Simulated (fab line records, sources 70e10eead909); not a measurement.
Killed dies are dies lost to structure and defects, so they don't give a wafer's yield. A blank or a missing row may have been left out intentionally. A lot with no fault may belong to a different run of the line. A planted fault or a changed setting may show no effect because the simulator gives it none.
Matching of chambers -- flow nand-harc -- 3 sister chambers for NHARC_A_M1_PRE_CLEAN_32 on pecvd-04
The step time 12 s. 3 wafers are shown with their chamber, then 8 later ones without.

## WAFERS, EACH WITH ITS CHAMBER
wafer,chamber,heater-power-w (W)
L089.3,2,616
L089.5,0,576
L088.4,1,572

## WAFERS WITH NO CHAMBER GIVEN
wafer,heater-power-w (W)
L088.5,672
L088.6,555
L095.2,560
L095.3,650
L095.5,649
L096.1,605
L096.2,556
L096.3,658

## WHICH CHAMBER EACH WENT THROUGH
wafer,from the rows above,in truth
L088.5,can't be placed: 2 or 0 or 1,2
L088.6,can't be placed: 1 or 0 or 2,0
L095.2,can't be placed: 1 or 0 or 2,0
L095.3,can't be placed: 2 or 0 or 1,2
L095.5,can't be placed: 2 or 0 or 1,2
L096.1,can't be placed: 2 or 0 or 1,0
L096.2,can't be placed: 1 or 0 or 2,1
L096.3,can't be placed: 2 or 0 or 1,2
0 of 8 placed correctly. From these rows, 8 cannot be placed; in 8 the true chamber is one of the candidates. 0 placed wrongly.
How it was worked out, from the rows above alone: a wafer's distance from a chamber is the root of the sum, over the readings, of the square of ((its reading less the chamber's mean) divided by the reading's scatter). The wafer belongs to the nearest chamber; if the next one is less than 2 further off, it can't be placed. The mean given for a chamber averages the wafers shown for that chamber. The scatter (one wafer shown for each chamber): square how far every hidden wafer sits from the nearest shown wafer, average those squares and take the square root.
